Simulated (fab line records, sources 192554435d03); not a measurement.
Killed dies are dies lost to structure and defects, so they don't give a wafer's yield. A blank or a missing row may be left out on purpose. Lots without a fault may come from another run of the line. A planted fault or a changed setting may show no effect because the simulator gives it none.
Chamber matching | flow n5_finfet | N5_FIN_CUT_DESCUM_13 on rie_diel-03: 4 sister chambers
The step chemistry O2, time 7 s. 20 wafers are shown with their chamber, then 10 later ones without.

WAFERS WITH THEIR CHAMBER
wafer  | chamber | showerhead_plenum_p_Torr (Torr) | throttle_valve_pct (%) | oes_product_au (a.u.)
L076.3 | 0       | 2.04                            | 20.04                  | 0.93
L076.5 | 0       | 2.04                            | 20.03                  | 0.93
L076.6 | 1       | 2.10                            | 20.10                  | 0.82
L078.1 | 2       | 2.01                            | 20.41                  | 0.79
L078.3 | 1       | 2.10                            | 20.11                  | 0.81
L078.4 | 3       | 2.18                            | 20.37                  | 0.74
L079.1 | 1       | 2.10                            | 20.11                  | 0.80
L079.3 | 3       | 2.18                            | 20.38                  | 0.74
L079.4 | 2       | 2.01                            | 20.42                  | 0.79
L081.3 | 2       | 2.01                            | 20.42                  | 0.79
L081.5 | 1       | 2.10                            | 20.11                  | 0.81
L081.6 | 2       | 2.01                            | 20.41                  | 0.79
L084.3 | 1       | 2.10                            | 20.11                  | 0.80
L084.4 | 0       | 2.03                            | 20.07                  | 0.91
L084.5 | 1       | 2.10                            | 20.10                  | 0.80
L088.2 | 2       | 2.00                            | 20.43                  | 0.78
L088.4 | 0       | 2.03                            | 20.07                  | 0.89
L088.5 | 0       | 2.03                            | 20.07                  | 0.90
L093.2 | 3       | 2.17                            | 20.41                  | 0.72
L093.3 | 2       | 2.00                            | 20.46                  | 0.78

SIGNATURES (means of the wafers above)
reading                  | chamber 0 | chamber 1 | chamber 2 | chamber 3 | scatter within a chamber
showerhead_plenum_p_Torr | 2.0340    | 2.1000    | 2.0067    | 2.1767    | 0.00447
throttle_valve_pct       | 20.0560   | 20.1067   | 20.4250   | 20.3867   | 0.0163
oes_product_au           | 0.9120    | 0.8067    | 0.7867    | 0.7333    | 0.0112
Rule: a wafer's distance from a chamber is the root of the sum, over the readings, of the square of ((its reading less the chamber's mean) divided by the reading's scatter). The wafer belongs to the nearest chamber; if the next one is less than 2 further off, it can't be placed. The scatter: the root of (the sum of the squares of (reading less its chamber's mean) over the shown wafers, divided by (wafers less chambers)).

WAFERS WITHOUT THEIR CHAMBER
wafer  | showerhead_plenum_p_Torr (Torr) | throttle_valve_pct (%) | oes_product_au (a.u.)
L093.5 | 2.17                            | 20.41                  | 0.72
L094.1 | 2.09                            | 20.14                  | 0.79
L094.5 | 2.00                            | 20.46                  | 0.77
L094.6 | 2.09                            | 20.15                  | 0.79
L095.1 | 2.17                            | 20.40                  | 0.72
L095.4 | 2.09                            | 20.16                  | 0.79
L095.5 | 2.09                            | 20.15                  | 0.79
L097.2 | 2.02                            | 20.11                  | 0.86
L097.3 | 2.09                            | 20.15                  | 0.78
L097.5 | 2.00                            | 20.46                  | 0.77

WHICH CHAMBER EACH WENT THROUGH
wafer  | from the rows above | in truth
L093.5 | 3                   | 3
L094.1 | 1                   | 1
L094.5 | 2                   | 2
L094.6 | 1                   | 1
L095.1 | 3                   | 3
L095.4 | 1                   | 1
L095.5 | 1                   | 1
L097.2 | 0                   | 0
L097.3 | 1                   | 1
L097.5 | 2                   | 2
Placed correctly: 10 of 10. Can't be placed from these rows: 0. Placed wrongly: 0.
